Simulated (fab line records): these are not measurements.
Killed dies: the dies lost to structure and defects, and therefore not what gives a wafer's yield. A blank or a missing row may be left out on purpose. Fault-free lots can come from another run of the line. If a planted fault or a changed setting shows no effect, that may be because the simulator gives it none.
What tool caused it? || flow n5 finfet || Sampling: 12 lots, 36 wafers, 4 of 1938 route steps

== WHAT THE GAUGES SHOWED, per wafer ==
No reading from a measuring or inspecting step in the record can be judged against a usual standard deviation.

== WHICH TOOL RAN EACH LOT (tool, then ch and the chambers of the sampled wafers, then the start) ==
{"lot": "L747", "N5_BEOL_M1_SPUTTER_81": "pvd sputter-01, day 6 09:04", "N5_PASSIVATION_STRIP_14": "rie diel-06 ch 1,3, day 11 22:43", "N5_PASSIVATION_DEGAS_18": "pvd sputter-03, day 11 22:56", "N5_PASSIVATION_PROBE_49": "prober-02, day 12 05:05"}
{"lot": "L748", "N5_BEOL_M1_SPUTTER_81": "pvd sputter-02, day 6 12:37", "N5_PASSIVATION_STRIP_14": "rie diel-06 ch 1,3, day 12 04:16", "N5_PASSIVATION_DEGAS_18": "pvd sputter-03, day 12 04:50", "N5_PASSIVATION_PROBE_49": "prober-02, day 12 11:12"}
{"lot": "L749", "N5_BEOL_M1_SPUTTER_81": "pvd sputter-03, day 6 15:01", "N5_PASSIVATION_STRIP_14": "rie diel-03 ch 0,2,3, day 12 04:05", "N5_PASSIVATION_DEGAS_18": "pvd sputter-02, day 12 04:41", "N5_PASSIVATION_PROBE_49": "prober-02, day 12 10:35"}
{"lot": "L755", "N5_BEOL_M1_SPUTTER_81": "pvd sputter-01, day 8 11:06", "N5_PASSIVATION_STRIP_14": "rie diel-06 ch 0,3, day 14 00:05", "N5_PASSIVATION_DEGAS_18": "pvd sputter-03, day 14 00:52", "N5_PASSIVATION_PROBE_49": "prober-02, day 14 07:20"}
{"lot": "L756", "N5_BEOL_M1_SPUTTER_81": "pvd sputter-01, day 8 17:06", "N5_PASSIVATION_STRIP_14": "rie diel-06 ch 1,3, day 14 04:23", "N5_PASSIVATION_DEGAS_18": "pvd sputter-02, day 14 04:50", "N5_PASSIVATION_PROBE_49": "prober-02, day 14 10:52"}
{"lot": "L758", "N5_BEOL_M1_SPUTTER_81": "pvd sputter-02, day 9 05:51", "N5_PASSIVATION_STRIP_14": "rie diel-06 ch 0,1,3, day 14 17:07", "N5_PASSIVATION_DEGAS_18": "pvd sputter-02, day 14 17:23", "N5_PASSIVATION_PROBE_49": "prober-01, day 14 23:25"}
{"lot": "L760", "N5_BEOL_M1_SPUTTER_81": "pvd sputter-02, day 9 15:11", "N5_PASSIVATION_STRIP_14": "rie diel-06 ch 1,2,3, day 15 05:15", "N5_PASSIVATION_DEGAS_18": "pvd sputter-03, day 15 05:45", "N5_PASSIVATION_PROBE_49": "prober-01, day 15 12:02"}
{"lot": "L762", "N5_BEOL_M1_SPUTTER_81": "pvd sputter-02, day 10 00:58", "N5_PASSIVATION_STRIP_14": "rie diel-06 ch 1,2,3, day 15 17:40", "N5_PASSIVATION_DEGAS_18": "pvd sputter-01, day 15 17:56", "N5_PASSIVATION_PROBE_49": "prober-01, day 16 00:00"}
{"lot": "L764", "N5_BEOL_M1_SPUTTER_81": "pvd sputter-03, day 10 11:57", "N5_PASSIVATION_STRIP_14": "rie diel-04 ch 1,2, day 15 20:17", "N5_PASSIVATION_DEGAS_18": "pvd sputter-01, day 15 20:38", "N5_PASSIVATION_PROBE_49": "prober-02, day 16 02:24"}
{"lot": "L766", "N5_BEOL_M1_SPUTTER_81": "pvd sputter-02, day 11 07:16", "N5_PASSIVATION_STRIP_14": "rie diel-06 ch 0,1,2, day 16 20:40", "N5_PASSIVATION_DEGAS_18": "pvd sputter-02, day 16 21:07", "N5_PASSIVATION_PROBE_49": "prober-01, day 17 02:38"}
{"lot": "L768", "N5_BEOL_M1_SPUTTER_81": "pvd sputter-03, day 11 13:41", "N5_PASSIVATION_STRIP_14": "rie diel-03 ch 0,2, day 17 04:48", "N5_PASSIVATION_DEGAS_18": "pvd sputter-01, day 17 05:28", "N5_PASSIVATION_PROBE_49": "prober-02, day 17 11:22"}
{"lot": "L769", "N5_BEOL_M1_SPUTTER_81": "pvd sputter-02, day 12 06:38", "N5_PASSIVATION_STRIP_14": "rie diel-04 ch 1,3, day 17 05:08", "N5_PASSIVATION_DEGAS_18": "pvd sputter-03, day 17 05:28", "N5_PASSIVATION_PROBE_49": "prober-01, day 17 11:34"}
- N5_BEOL_M1_SPUTTER_81: material Cu, target thk 4.5 nm, time 8.29 s.
- N5_PASSIVATION_STRIP_14: strips in O2.
- N5_PASSIVATION_DEGAS_18: time 60 s.
- N5_PASSIVATION_PROBE_49

== AS READ BY THE TOOLS THEMSELVES (means over the sampled wafers that have a number; for cases with no such wafer, the mark the record gives instead) ==
N5_BEOL_M1_SPUTTER_81.
{"lot": "L747", "tool": "pvd sputter-01", "chuck gas flow sccm (sccm)": 1.25, "throttle valve pct (%)": 30.6}
{"lot": "L748", "tool": "pvd sputter-02", "chuck gas flow sccm (sccm)": 1.26, "throttle valve pct (%)": 30.5}
{"lot": "L749", "tool": "pvd sputter-03", "chuck gas flow sccm (sccm)": 1.25, "throttle valve pct (%)": 29.7}
{"lot": "L755", "tool": "pvd sputter-01", "chuck gas flow sccm (sccm)": 1.26, "throttle valve pct (%)": 30.2}
{"lot": "L756", "tool": "pvd sputter-01", "chuck gas flow sccm (sccm)": 1.29, "throttle valve pct (%)": 29.1}
{"lot": "L758", "tool": "pvd sputter-02", "chuck gas flow sccm (sccm)": 1.19, "throttle valve pct (%)": 30.4}
{"lot": "L760", "tool": "pvd sputter-02", "chuck gas flow sccm (sccm)": 1.27, "throttle valve pct (%)": 30.8}
{"lot": "L762", "tool": "pvd sputter-02", "chuck gas flow sccm (sccm)": 1.29, "throttle valve pct (%)": 30.7}
{"lot": "L764", "tool": "pvd sputter-03", "chuck gas flow sccm (sccm)": 1.28, "throttle valve pct (%)": 30.1}
{"lot": "L766", "tool": "pvd sputter-02", "chuck gas flow sccm (sccm)": 1.21, "throttle valve pct (%)": 29.8}
{"lot": "L768", "tool": "pvd sputter-03", "chuck gas flow sccm (sccm)": 1.25, "throttle valve pct (%)": 30.3}
{"lot": "L769", "tool": "pvd sputter-02", "chuck gas flow sccm (sccm)": 1.24, "throttle valve pct (%)": 30.7}

N5_PASSIVATION_STRIP_14.
{"lot": "L747", "tool": "rie diel-06", "drypump motor current A (A)": 6.5, "oes product au (a.u.)": 0.95, "rf vpp V (V)": 3.0, "showerhead plenum p Torr (Torr)": 2.17, "throttle valve pct (%)": 16.46}
{"lot": "L748", "tool": "rie diel-06", "drypump motor current A (A)": 6.5, "oes product au (a.u.)": 0.95, "rf vpp V (V)": 3.6, "showerhead plenum p Torr (Torr)": 2.17, "throttle valve pct (%)": 16.46}
{"lot": "L749", "tool": "rie diel-03", "drypump motor current A (A)": 6.4, "oes product au (a.u.)": 0.88, "rf vpp V (V)": 3.6, "showerhead plenum p Torr (Torr)": 2.06, "throttle valve pct (%)": 16.42}
{"lot": "L755", "tool": "rie diel-06", "drypump motor current A (A)": 6.3, "oes product au (a.u.)": 0.81, "rf vpp V (V)": 4.5, "showerhead plenum p Torr (Torr)": 2.13, "throttle valve pct (%)": 16.69}
{"lot": "L756", "tool": "rie diel-06", "drypump motor current A (A)": 6.5, "oes product au (a.u.)": 0.90, "rf vpp V (V)": 3.8, "showerhead plenum p Torr (Torr)": 2.16, "throttle valve pct (%)": 16.48}
{"lot": "L758", "tool": "rie diel-06", "drypump motor current A (A)": 6.3, "oes product au (a.u.)": 0.84, "rf vpp V (V)": 4.3, "showerhead plenum p Torr (Torr)": 2.12, "throttle valve pct (%)": 16.63}
{"lot": "L760", "tool": "rie diel-06", "drypump motor current A (A)": 5.9, "oes product au (a.u.)": 0.90, "rf vpp V (V)": 4.6, "showerhead plenum p Torr (Torr)": 2.11, "throttle valve pct (%)": 16.51}
{"lot": "L762", "tool": "rie diel-06", "drypump motor current A (A)": 5.9, "oes product au (a.u.)": 0.90, "rf vpp V (V)": 3.5, "showerhead plenum p Torr (Torr)": 2.11, "throttle valve pct (%)": 16.51}
{"lot": "L764", "tool": "rie diel-04", "drypump motor current A (A)": 6.0, "oes product au (a.u.)": 0.80, "rf vpp V (V)": 3.5, "showerhead plenum p Torr (Torr)": 2.01, "throttle valve pct (%)": 16.81}
{"lot": "L766", "tool": "rie diel-06", "drypump motor current A (A)": 5.6, "oes product au (a.u.)": 0.81, "rf vpp V (V)": 4.3, "showerhead plenum p Torr (Torr)": 2.06, "throttle valve pct (%)": 16.69}
{"lot": "L768", "tool": "rie diel-03", "drypump motor current A (A)": 6.3, "oes product au (a.u.)": 0.76, "rf vpp V (V)": 3.1, "showerhead plenum p Torr (Torr)": 2.02, "throttle valve pct (%)": 16.59}
{"lot": "L769", "tool": "rie diel-04", "drypump motor current A (A)": 6.2, "oes product au (a.u.)": 0.77, "rf vpp V (V)": 3.4, "showerhead plenum p Torr (Torr)": 2.07, "throttle valve pct (%)": 17.03}

N5_PASSIVATION_DEGAS_18.
{"lot": "L747", "tool": "pvd sputter-03", "heater power w (W)": 419}
{"lot": "L748", "tool": "pvd sputter-03", "heater power w (W)": 415}
{"lot": "L749", "tool": "pvd sputter-02", "heater power w (W)": 472}
{"lot": "L755", "tool": "pvd sputter-03", "heater power w (W)": 424}
{"lot": "L756", "tool": "pvd sputter-02", "heater power w (W)": 472}
{"lot": "L758", "tool": "pvd sputter-02", "heater power w (W)": 521}
{"lot": "L760", "tool": "pvd sputter-03", "heater power w (W)": 423}
{"lot": "L762", "tool": "pvd sputter-01", "heater power w (W)": 459}
{"lot": "L764", "tool": "pvd sputter-01", "heater power w (W)": 462}
{"lot": "L766", "tool": "pvd sputter-02", "heater power w (W)": 491}
{"lot": "L768", "tool": "pvd sputter-01", "heater power w (W)": 456}
{"lot": "L769", "tool": "pvd sputter-03", "heater power w (W)": 426}

N5_PASSIVATION_PROBE_49.
{"lot": "L747", "tool": "prober-02", "defect limited yield (%)": 90.4, "killed_at_M0_to_M3": 36, "killed_at_M4_up": 14, "killed at contacts": 8, "killed at front end": 51, "killed at other": 5.0, "killed dies": 114, "killed on rim": 17, "killed open": 67, "killed short": 43, "sort_bin_4_leakage (%)": 0.03, "sort_bin_5_function (%)": 5.2, "sort_bin_6_memory (%)": 3.6, "sort_bin_8_speed (%)": 0.0, "sort n pass": 1066, "sort yield pct (%)": 90.3}
{"lot": "L748", "tool": "prober-02", "defect limited yield (%)": 92.6, "killed_at_M0_to_M3": 33, "killed_at_M4_up": 14, "killed at contacts": 11, "killed at front end": 27, "killed at other": 2.7, "killed dies": 87, "killed on rim": 12, "killed open": 57, "killed short": 29, "sort_bin_4_leakage (%)": 0.00, "sort_bin_5_function (%)": 4.1, "sort_bin_6_memory (%)": 3.1, "sort_bin_8_speed (%)": 0.0, "sort n pass": 1093, "sort yield pct (%)": 92.6}
{"lot": "L749", "tool": "prober-02", "defect limited yield (%)": 90.2, "killed_at_M0_to_M3": 34, "killed_at_M4_up": 12, "killed at contacts": 28, "killed at front end": 38, "killed at other": 3.3, "killed dies": 116, "killed on rim": 12, "killed open": 81, "killed short": 31, "sort_bin_4_leakage (%)": 0.00, "sort_bin_5_function (%)": 5.8, "sort_bin_6_memory (%)": 3.7, "sort_bin_8_speed (%)": 0.0, "sort n pass": 1064, "sort yield pct (%)": 90.2}
{"lot": "L755", "tool": "prober-02", "defect limited yield (%)": 83.4, "killed_at_M0_to_M3": 120, "killed_at_M4_up": 11, "killed at contacts": 10, "killed at front end": 53, "killed at other": 1.7, "killed dies": 196, "killed on rim": 27, "killed open": 66, "killed short": 36, "sort_bin_4_leakage (%)": 0.00, "sort_bin_5_function (%)": 10.2, "sort_bin_6_memory (%)": 3.7, "sort_bin_8_speed (%)": 0.0, "sort n pass": 984, "sort yield pct (%)": 83.4}
{"lot": "L756", "tool": "prober-02", "defect limited yield (%)": 82.3, "killed_at_M0_to_M3": 151, "killed_at_M4_up": 6, "killed at contacts": 13, "killed at front end": 34, "killed at other": 4.7, "killed dies": 209, "killed on rim": 19, "killed open": 54, "killed short": 32, "sort_bin_4_leakage (%)": 0.00, "sort_bin_5_function (%)": 10.3, "sort_bin_6_memory (%)": 4.2, "sort_bin_8_speed (%)": 0.0, "sort n pass": 971, "sort yield pct (%)": 82.3}
{"lot": "L758", "tool": "prober-01", "defect limited yield (%)": 90.4, "killed_at_M0_to_M3": 46, "killed_at_M4_up": 16, "killed at contacts": 8, "killed at front end": 40, "killed at other": 2.3, "killed dies": 113, "killed on rim": 15, "killed open": 75, "killed short": 37, "sort_bin_4_leakage (%)": 0.00, "sort_bin_5_function (%)": 5.3, "sort_bin_6_memory (%)": 4.0, "sort_bin_8_speed (%)": 1.2, "sort n pass": 1053, "sort yield pct (%)": 89.2}
{"lot": "L760", "tool": "prober-01", "defect limited yield (%)": 89.8, "killed_at_M0_to_M3": 45, "killed_at_M4_up": 15, "killed at contacts": 10, "killed at front end": 49, "killed at other": 0.7, "killed dies": 120, "killed on rim": 15, "killed open": 73, "killed short": 44, "sort_bin_4_leakage (%)": 0.00, "sort_bin_5_function (%)": 5.9, "sort_bin_6_memory (%)": 4.0, "sort_bin_8_speed (%)": 0.0, "sort n pass": 1060, "sort yield pct (%)": 89.8}
{"lot": "L762", "tool": "prober-01", "defect limited yield (%)": 90.9, "killed_at_M0_to_M3": 38, "killed_at_M4_up": 8, "killed at contacts": 7, "killed at front end": 53, "killed at other": 0.7, "killed dies": 107, "killed on rim": 13, "killed open": 59, "killed short": 39, "sort_bin_4_leakage (%)": 0.00, "sort_bin_5_function (%)": 5.1, "sort_bin_6_memory (%)": 3.3, "sort_bin_8_speed (%)": 0.0, "sort n pass": 1073, "sort yield pct (%)": 90.9}
{"lot": "L764", "tool": "prober-02", "defect limited yield (%)": 91.8, "killed_at_M0_to_M3": 30, "killed_at_M4_up": 7, "killed at contacts": 14, "killed at front end": 39, "killed at other": 6.0, "killed dies": 96, "killed on rim": 16, "killed open": 58, "killed short": 37, "sort_bin_4_leakage (%)": 0.00, "sort_bin_5_function (%)": 5.1, "sort_bin_6_memory (%)": 3.0, "sort_bin_8_speed (%)": 0.0, "sort n pass": 1084, "sort yield pct (%)": 91.8}
{"lot": "L766", "tool": "prober-01", "defect limited yield (%)": 90.4, "killed_at_M0_to_M3": 36, "killed_at_M4_up": 8, "killed at contacts": 22, "killed at front end": 46, "killed at other": 1.3, "killed dies": 114, "killed on rim": 9, "killed open": 75, "killed short": 37, "sort_bin_4_leakage (%)": 0.00, "sort_bin_5_function (%)": 5.7, "sort_bin_6_memory (%)": 3.6, "sort_bin_8_speed (%)": 0.0, "sort n pass": 1066, "sort yield pct (%)": 90.4}
{"lot": "L768", "tool": "prober-02", "defect limited yield (%)": 92.8, "killed_at_M0_to_M3": 25, "killed_at_M4_up": 9, "killed at contacts": 9, "killed at front end": 38, "killed at other": 4.0, "killed dies": 85, "killed on rim": 14, "killed open": 63, "killed short": 20, "sort_bin_4_leakage (%)": 0.00, "sort_bin_5_function (%)": 4.5, "sort_bin_6_memory (%)": 2.5, "sort_bin_8_speed (%)": 0.0, "sort n pass": 1095, "sort yield pct (%)": 92.8}
{"lot": "L769", "tool": "prober-01", "defect limited yield (%)": 90.0, "killed_at_M0_to_M3": 26, "killed_at_M4_up": 24, "killed at contacts": 15, "killed at front end": 46, "killed at other": 7.3, "killed dies": 118, "killed on rim": 16, "killed open": 83, "killed short": 33, "sort_bin_4_leakage (%)": 0.00, "sort_bin_5_function (%)": 5.6, "sort_bin_6_memory (%)": 4.0, "sort_bin_8_speed (%)": 0.0, "sort n pass": 1062, "sort yield pct (%)": 90.0}

== THE ANSWER, worked out from the rows above alone ==
Rule: what is usual is taken from the lots themselves. The widest of any qualifying gaps counts: lots, ordered by their means at a reading, are off when they make up no more than a third of the lots, leave a main group of 4 or more, and stand apart from it by 3 or more times the standard deviation of that group's means. A main group whose means are all the same, to the digits that the tables above print for the reading, isn't used. Also off: a lot with no number at a reading for which 4 or more lots have one. All remaining lots with rows at the step are treated as sound. After the gauges, taken in route order, come the tools' own readings; for these a lot's mean is taken, as printed above. At the first step where some lot is off, the reading lying furthest off is the one used; lots without a number count as furthest.
Off, at N5_PASSIVATION_PROBE_49 on killed_at_M0_to_M3: L755, L756. Mean 35 and standard deviation 6.7 in the main group.
A tool fits if, at that step or a process step before it, it ran every lot that is off, and no sound lot after the first of them. One fits: pvd sputter-01 at N5_BEOL_M1_SPUTTER_81. Its last sound lot is L747 (day 6 09:04), its first lot that is off L755 (day 8 11:06): a fault that began between those two fits.

== WHAT THE SIMULATOR HAD INSERTED ==
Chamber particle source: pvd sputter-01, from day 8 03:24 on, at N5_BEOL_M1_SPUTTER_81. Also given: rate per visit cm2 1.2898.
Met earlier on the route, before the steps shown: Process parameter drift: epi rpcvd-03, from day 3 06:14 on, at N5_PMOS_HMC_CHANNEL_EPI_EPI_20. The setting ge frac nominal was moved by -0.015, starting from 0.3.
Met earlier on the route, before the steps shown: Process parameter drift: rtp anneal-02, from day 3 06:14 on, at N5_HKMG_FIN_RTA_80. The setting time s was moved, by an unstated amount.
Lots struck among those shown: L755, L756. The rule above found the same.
